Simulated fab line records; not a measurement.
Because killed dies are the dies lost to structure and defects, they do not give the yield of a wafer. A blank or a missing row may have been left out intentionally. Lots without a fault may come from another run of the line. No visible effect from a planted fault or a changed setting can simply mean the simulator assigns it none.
The tool behind it: which one? + flow n5 finfet + 10 lots, 29 wafers sampled, at 5 steps of a route of 1938

== WHAT THE GAUGES READ, wafer by wafer ==
N5_BEOL_M10_THK_MEAS_53: measures by xrf. Usual: for M10_THK the level is 142 nm and the standard deviation is 4.3.
| lot  | measured     | on            | M10_THK (nm) | flag |
|------|--------------|---------------|--------------|------|
| L511 | day 10 11:32 | film metro-02 | 136 151 146  |      |
| L513 | day 11 01:45 | film metro-01 | 139 145 142  |      |
| L514 | day 11 09:19 | film metro-02 | 149 145 136  |      |
| L517 | day 11 21:00 | film metro-02 | 142 139      |      |
| L518 | day 11 23:58 | film metro-02 | 140 137 139  |      |
| L526 | day 14 06:04 | film metro-02 | 143 142 139  |      |
| L529 | day 15 07:50 | film metro-02 | 138 148 144  |      |
| L530 | day 15 12:29 | film metro-02 | 142 147 147  |      |
| L531 | day 15 20:22 | film metro-01 | 142 145 146  |      |
| L532 | day 15 23:12 | film metro-01 | 138 136 141  |      |

N5_BEOL_M11_THK_MEAS_01. Usual: for M11_ILD_THK the level is 269 nm and the standard deviation is 3.5.
| lot  | measured     | on            | M11_ILD_THK (nm) | flag |
|------|--------------|---------------|------------------|------|
| L511 | day 10 12:19 | film metro-01 | 266 268 271      |      |
| L513 | day 11 03:25 | film metro-02 | 268 273 274      |      |
| L514 | day 11 10:06 | film metro-01 | 270 268 272      |      |
| L517 | day 11 21:47 | film metro-01 | 222 229          | OFF  |
| L518 | day 12 00:45 | film metro-01 | 219 266 272      | OFF  |
| L526 | day 14 06:52 | film metro-01 | 266 272 276      |      |
| L529 | day 15 08:38 | film metro-01 | 263 268 270      |      |
| L530 | day 15 13:29 | film metro-02 | 266 265 270      |      |
| L531 | day 15 21:10 | film metro-01 | 265 271 276      |      |
| L532 | day 15 23:59 | film metro-02 | 268 267 271      |      |

== EACH LOT AND THE TOOL THAT RAN IT (in order: tool; ch and the chambers of the sampled wafers; start) ==
| lot  | N5_BEOL_M10_TRENCH_ETCH_37                    | N5_BEOL_M10_ALD_74                  | N5_BEOL_M11_ILD_DEP_00        |
|------|-----------------------------------------------|-------------------------------------|-------------------------------|
| L511 | rie diel-03 ch 1,2,3, day 10 08:06 or earlier | ald metal-01 ch 0,2,3, day 10 08:06 | pecvd-02 ch 0,1, day 10 11:43 |
| L513 | rie diel-01 ch 0,1,3, day 10 22:35 or earlier | ald metal-02 ch 0,1,2, day 10 22:35 | pecvd-02 ch 0, day 11 01:57   |
| L514 | rie diel-03 ch 0,1,2, day 11 07:36 or earlier | ald metal-03 ch 0,1,3, day 11 07:36 | pecvd-01 ch 0,1, day 11 09:31 |
| L517 | rie diel-01 ch 0,1, day 11 19:08 or earlier   | ald metal-01 ch 2, day 11 19:08     | pecvd-02 ch 0,2, day 11 21:12 |
| L518 | rie diel-04 ch 0,1, day 11 22:40 or earlier   | ald metal-02 ch 0,2,3, day 11 22:40 | pecvd-02 ch 0,1, day 12 00:10 |
| L526 | rie diel-04 ch 0,1,3, day 14 04:32 or earlier | ald metal-03 ch 0,1, day 14 04:32   | pecvd-04 ch 0,1, day 14 06:16 |
| L529 | rie diel-04 ch 1,2,3, day 15 04:37 or earlier | ald metal-01 ch 0,1,3, day 15 04:37 | pecvd-02 ch 1,2, day 15 08:02 |
| L530 | rie diel-04 ch 0,3, day 15 10:54 or earlier   | ald metal-02 ch 0,2, day 15 10:54   | pecvd-01 ch 0,2, day 15 12:41 |
| L531 | rie diel-04 ch 0,2,3, day 15 18:20 or earlier | ald metal-01 ch 1,2, day 15 18:20   | pecvd-02 ch 0,2, day 15 20:34 |
| L532 | rie diel-01 ch 0,1,2, day 15 21:48 or earlier | ald metal-03 ch 0,1,2, day 15 21:48 | pecvd-01 ch 0,1, day 15 23:24 |
- N5_BEOL_M10_TRENCH_ETCH_37: etches SiCOH lowk in C4F6/O2, target depth 148.83 nm, time 48 s.
- N5_BEOL_M10_ALD_74: deposits TaN, target thk 2 nm, pulse time 2 s, purge time 3 s.
- N5_BEOL_M11_ILD_DEP_00: deposits SiCOH lowk from DEMS/porogen, target thk 308.51 nm, time 58 s.

== AS READ BY THE TOOLS THEMSELVES (means over the sampled wafers that have a number; for cases with no such wafer, the mark the record gives instead) ==
N5_BEOL_M10_TRENCH_ETCH_37. Usual: drypump motor current A 5.6 A, standard deviation 0.46; mfc ar sccm 299.8 sccm, standard deviation 0.98; oes product au 0.78 a.u., standard deviation 0.088; rf vpp V 674 V, standard deviation 19; showerhead plenum p Torr 2.89 Torr, standard deviation 0.12; throttle valve pct 21.01 %, standard deviation 0.18.
| lot  | tool        | drypump motor current A (A) | mfc ar sccm (sccm) | oes product au (a.u.) | rf vpp V (V) | showerhead plenum p Torr (Torr) | throttle valve pct (%) | flag |
|------|-------------|-----------------------------|--------------------|-----------------------|--------------|---------------------------------|------------------------|------|
| L511 | rie diel-03 | 5.6                         | 299.9              | 0.77                  | 685          | 2.89                            | 21.04                  |      |
| L513 | rie diel-01 | 6.0                         | 300.0              | 0.74                  | 679          | 2.85                            | 20.93                  |      |
| L514 | rie diel-03 | 5.8                         | 300.0              | 0.76                  | 675          | 2.88                            | 20.97                  |      |
| L517 | rie diel-01 | 6.1                         | 300.1              | 0.73                  | 661          | 2.80                            | 20.91                  |      |
| L518 | rie diel-04 | 5.6                         | 300.6              | 0.86                  | 657          | 2.96                            | 20.99                  |      |
| L526 | rie diel-04 | 5.5                         | 299.2              | 0.80                  | 653          | 2.84                            | 21.03                  |      |
| L529 | rie diel-04 | 5.3                         | 300.1              | 0.78                  | 659          | 2.83                            | 20.96                  |      |
| L530 | rie diel-04 | 5.2                         | 300.0              | 0.74                  | 658          | 2.81                            | 21.11                  |      |
| L531 | rie diel-04 | 5.2                         | 299.9              | 0.78                  | 668          | 2.91                            | 21.04                  |      |
| L532 | rie diel-01 | 5.7                         | 299.5              | 0.83                  | 666          | 2.97                            | 20.88                  |      |

N5_BEOL_M10_ALD_74. Usual: chamber pressure Torr 2.999 Torr, standard deviation 0.0069; heater power w 409 W, standard deviation 35.
| lot  | tool         | chamber pressure Torr (Torr) | heater power w (W) | flag |
|------|--------------|------------------------------|--------------------|------|
| L511 | ald metal-01 | 2.998                        | 416                |      |
| L513 | ald metal-02 | 2.998                        | 401                |      |
| L514 | ald metal-03 | 2.994                        | 426                |      |
| L517 | ald metal-01 | 2.986                        | 410                |      |
| L518 | ald metal-02 | 3.002                        | 409                |      |
| L526 | ald metal-03 | 3.001                        | 424                |      |
| L529 | ald metal-01 | 2.993                        | 399                |      |
| L530 | ald metal-02 | 2.991                        | 403                |      |
| L531 | ald metal-01 | 2.998                        | 398                |      |
| L532 | ald metal-03 | 2.995                        | 425                |      |

N5_BEOL_M11_ILD_DEP_00. Usual: chamber pressure Torr 5.000 Torr, standard deviation 0.011; heater power w 316 W, standard deviation 54; showerhead plenum p Torr 5.734 Torr, standard deviation 0.014; showerhead vpp V 1367 V, standard deviation 39; throttle valve pct 14.5 %, standard deviation 0.8.
| lot  | tool     | chamber pressure Torr (Torr) | heater power w (W) | showerhead plenum p Torr (Torr) | showerhead vpp V (V) | throttle valve pct (%) | flag |
|------|----------|------------------------------|--------------------|---------------------------------|----------------------|------------------------|------|
| L511 | pecvd-02 | 4.995                        | 325                | 5.736                           | 1375                 | 14.6                   |      |
| L513 | pecvd-02 | 5.008                        | 324                | 5.731                           | 1374                 | 15.2                   |      |
| L514 | pecvd-01 | 4.988                        | 289                | 5.750                           | 1326                 | 15.4                   |      |
| L517 | pecvd-02 | 5.003                        | 376                | 5.729                           | 1375                 | 14.3                   |      |
| L518 | pecvd-02 | 5.004                        | 343                | 5.737                           | 1364                 | 14.7                   |      |
| L526 | pecvd-04 | 4.997                        | 293                | 5.731                           | 1426                 | 15.0                   |      |
| L529 | pecvd-02 | 4.996                        | 358                | 5.729                           | 1366                 | 13.9                   |      |
| L530 | pecvd-01 | 5.010                        | 252                | 5.737                           | 1339                 | 14.0                   |      |
| L531 | pecvd-02 | 5.001                        | 355                | 5.729                           | 1361                 | 14.1                   |      |
| L532 | pecvd-01 | 5.002                        | 256                | 5.749                           | 1329                 | 14.7                   |      |

== THE ANSWER, worked out from the rows above alone ==
Rule: a lot counts as off when the mean over its wafers that have a number is more than 3 standard deviations away from the usual mean. A lot without any number at a reading at which 4 lots or more have one is off too. All remaining lots with rows at the step are treated as sound. The gauges are gone through in route order, then the tools' own readings, and for those a lot's mean is taken as printed above. The first step at which some lot is off is used, and at that step the reading that is off furthest; a lot without a number counts as furthest.
Off: L517, L518, at N5_BEOL_M11_THK_MEAS_01 (M11_ILD_THK).
If a tool, at a process step before that reading, ran all the lots that are off and no sound lot after the first of them, it fits. Those tools and the gauges at N5_BEOL_M11_THK_MEAS_01 are tried in the same way. N5_BEOL_M10_TRENCH_ETCH_37 gives no start for some lots, so the hours and the order of its lots are those of N5_BEOL_M10_ALD_74. Of those tried, none fits.

== WHAT THE SIMULATOR PUT IN ==
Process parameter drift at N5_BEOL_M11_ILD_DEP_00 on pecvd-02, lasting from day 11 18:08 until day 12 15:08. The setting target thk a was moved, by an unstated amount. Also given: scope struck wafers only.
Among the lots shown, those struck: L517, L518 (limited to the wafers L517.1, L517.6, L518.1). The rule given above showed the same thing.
